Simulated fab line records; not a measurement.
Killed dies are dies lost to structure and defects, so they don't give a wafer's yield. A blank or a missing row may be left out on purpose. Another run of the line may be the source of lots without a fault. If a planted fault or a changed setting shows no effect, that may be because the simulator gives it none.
Comparing a struck lot with a sound one -- flow nandHarc -- 14 out of 1302 route steps
Sound: these wafers, L697.3, L697.4, L697.5. Struck: wafer L690.3 (left out: L690.1, a lot-mate that was not struck); the cause follows at the end.
Order at every step that has rows: each side's tool, ch and its chambers, its first start. Under that, the readings that differ: sound wafers -- struck wafers -- difference of the means -- sigmas: that difference in standard deviations of wafers without a fault.
alike: readings whose means differ by less than 2 such deviations, and words and numbers that are the same on both sides. not compared: withheld readings, readings that some wafer has no value for, bounds like >300 that may hide the same value, and numbers for which the record gives no deviation and whose values overlap.
The two part at a step that has a row with sigmas, a row that says differs or no value, or rows on one side only. Non-overlapping numbers with no deviation appear without sigmas and do not part them. A reading that every wafer of one side lacks parts them only if that side has two wafers or more.

NHARC_A_ONON_D2_THK_MEAS_30: measures by ellipsometry.
  sound: filmMetro-02 at day 21 13:46; struck: filmMetro-02 at day 19 01:09
  alike: thkNm
NHARC_A_ONON_D2_DEP_33: deposits SiO2, target thk 200 nm.
  sound on pecvd-04 ch 0,1,2, day 21 13:49; struck on pecvd-01 ch 2, day 19 01:28
  alike: heaterPowerW, throttleValvePct
  not compared: sinceWetCleanH
NHARC_A_ONON_D2_THK_MEAS_34: measures by ellipsometry.
  sound: filmMetro-02 at day 21 14:14; struck: filmMetro-02 at day 19 01:53
reading,sound,struck,difference,sigmas
thkNm (nm),193 203 202,190,-9,-2
NHARC_A_ONON_D2_INSPECT_32:
  sound: defectInspect-01 at day 21 14:19; struck: defectInspect-01 at day 19 01:58
  alike: rawDefectCount
NHARC_A_CHANNEL_HOLE_D2_DEP_00: deposits aC, target thk 3100 nm.
  sound on aclDep-03 ch 0, day 21 15:01; struck on aclDep-03 ch 0, day 19 07:13
  alike: throttleValvePct
NHARC_A_CHANNEL_HOLE_D2_DEP_01: deposits SiON, target thk 140 nm.
  sound on pecvd-02 ch 0,1,2, day 21 16:37; struck on pecvd-03 ch 1, day 19 09:09
  alike: heaterPowerW
  not compared: sinceWetCleanH
then, 5 steps without rows for these wafers: NHARC_A_CHANNEL_HOLE_D2_DEHYDRATE_02 (time 120 s); NHARC_A_CHANNEL_HOLE_D2_HMDS_03 (time 30 s); NHARC_A_CHANNEL_HOLE_D2_COAT_36 (time 75 s); NHARC_A_CHANNEL_HOLE_D2_COAT_37 (time 65 s); NHARC_A_CHANNEL_HOLE_D2_COAT_04 (resist thk 90 nm).
NHARC_A_CHANNEL_HOLE_D2_SOFTBAKE_05: time 55 s.
  sound on lithoTrack-01 ch 0, day 21 16:00; struck on lithoTrack-04 ch 0, day 19 09:00
reading,sound,struck,difference,sigmas
heaterPowerTotalW (W),188.39 188.49 188.44,222.69,+34.25,+99 or more
then, 2 steps without rows for these wafers: NHARC_A_CHANNEL_HOLE_D2_EBR_06; NHARC_END_SORT_01.

== WHERE THEY PART ==
Last at NHARC_A_CHANNEL_HOLE_D2_SOFTBAKE_05 as far as this record goes, first at NHARC_A_ONON_D2_THK_MEAS_34.

WHY: whatever the simulator had introduced
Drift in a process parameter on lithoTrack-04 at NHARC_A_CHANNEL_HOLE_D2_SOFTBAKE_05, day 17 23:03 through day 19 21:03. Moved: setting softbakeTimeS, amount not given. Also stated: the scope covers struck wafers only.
